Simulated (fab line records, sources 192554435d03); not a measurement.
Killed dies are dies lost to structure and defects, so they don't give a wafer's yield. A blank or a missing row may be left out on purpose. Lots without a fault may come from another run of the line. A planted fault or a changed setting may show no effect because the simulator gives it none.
Problem report in the 8D (eight disciplines) form, filled by code | flow n5_finfet | the parts of the form that need people (team, actions taken, sign-off) are left out

1. THE PROBLEM
etch_rf_on_time_s at N5_BEOL_M4_ETCH_74 reads a mean of 3.58 s on 2 wafers of 2 lots; wafers without a fault read 5.18 s with a standard deviation of 0.093. That is -17 standard deviations from the usual mean.
The step: etches underlayer in N2/H2, target depth 6.5 nm, time 5.2 s.
First seen on wafer L459.2, day 10 12:59, on rie_diel-06. The record holds 27 wafers of 9 lots with a number at this step. Rule for "out", or "out of limits": more than 4 standard deviations from the usual mean. The other wafers with a number count as sound.

2. WHAT IT IS AND WHAT IT IS NOT
question                    | is                | is not
which readings at this step | etch_rf_on_time_s | drypump_motor_current_A, rf_vpp_V, showerhead_plenum_p_Torr, throttle_valve_pct
which lots                  | L459, L461        | L447, L449, L463, L465, L467, L469, L470
which wafers of those lots  | L459.2, L461.4    | L459.3, L459.6, L461.1, L461.5
read on which tools         | rie_diel-06       | rie_diel-03, rie_diel-04
when                        | from day 10 12:59 | up to then (8 sound wafers); but 17 sound wafers of L461, L463, L465, L467, L469, L470 came after

3. SUSPECTS, AND WHAT RULES EACH OUT
Counting: a tool at a process step up to the reading stays a suspect if it ran every lot that is out. Sound lots after the first of them don't rule it out here, since some wafers of a struck lot are sound.
- cvd_co-01 at N5_BEOL_M3_CO_CAP_55 (material Co, precursor CCTBA/H2, target thk 2 nm, time 102.1 s): kept. It ran every lot that is out, first L459 (day 10 10:16); its last sound lot up to then is L447 (day 7 15:55).
- rie_diel-06 at N5_BEOL_M4_ETCH_74 (etches underlayer in N2/H2, target depth 6.5 nm, time 5.2 s): kept. It ran every lot that is out, first L459 (day 10 12:59). Its own readings are out on those wafers: etch_rf_on_time_s.
- Within rie_diel-06 at N5_BEOL_M4_ETCH_74: the wafers that are out ran in chamber 2; their sound lot-mates ran in chambers 0, 1.
Left after counting: cvd_co-01 at N5_BEOL_M3_CO_CAP_55, rie_diel-06 at N5_BEOL_M4_ETCH_74.

4. THE CAUSE (what the simulator had put in)
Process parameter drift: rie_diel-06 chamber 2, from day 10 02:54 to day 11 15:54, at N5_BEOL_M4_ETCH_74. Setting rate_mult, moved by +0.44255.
Counting left 2 suspects, and this tool is among them.

5. THE CHAIN OF EFFECTS, in route order
Each row: a reading whose mean over the struck wafers that have a number lies more than 3 standard deviations from the usual. Only readings for which the record gives a usual standard deviation are gone through. hours: the time from each lot's start at the first step in this table that gives one to its start at this step, as a median over the lots. sigmas: the change in usual standard deviations.
hours | step               | reading           | usual  | on struck wafers | change | sigmas
0     | N5_BEOL_M4_ETCH_74 | etch_rf_on_time_s | 5.18 s | 3.58             | -1.60  | -17
The process steps in it:
- N5_BEOL_M4_ETCH_74: etches underlayer in N2/H2, target depth 6.5 nm, time 5.2 s.
Later measuring or inspecting steps at which every struck wafer that the step has a row for has a number for every such reading, and none has moved that far: N5_BEOL_M4_RC_MEAS_101.

6. WHAT WOULD HAVE CAUGHT IT SOONER
In this record the first reading out of limits was taken at day 10 12:59, 10 hours after the fault began at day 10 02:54.
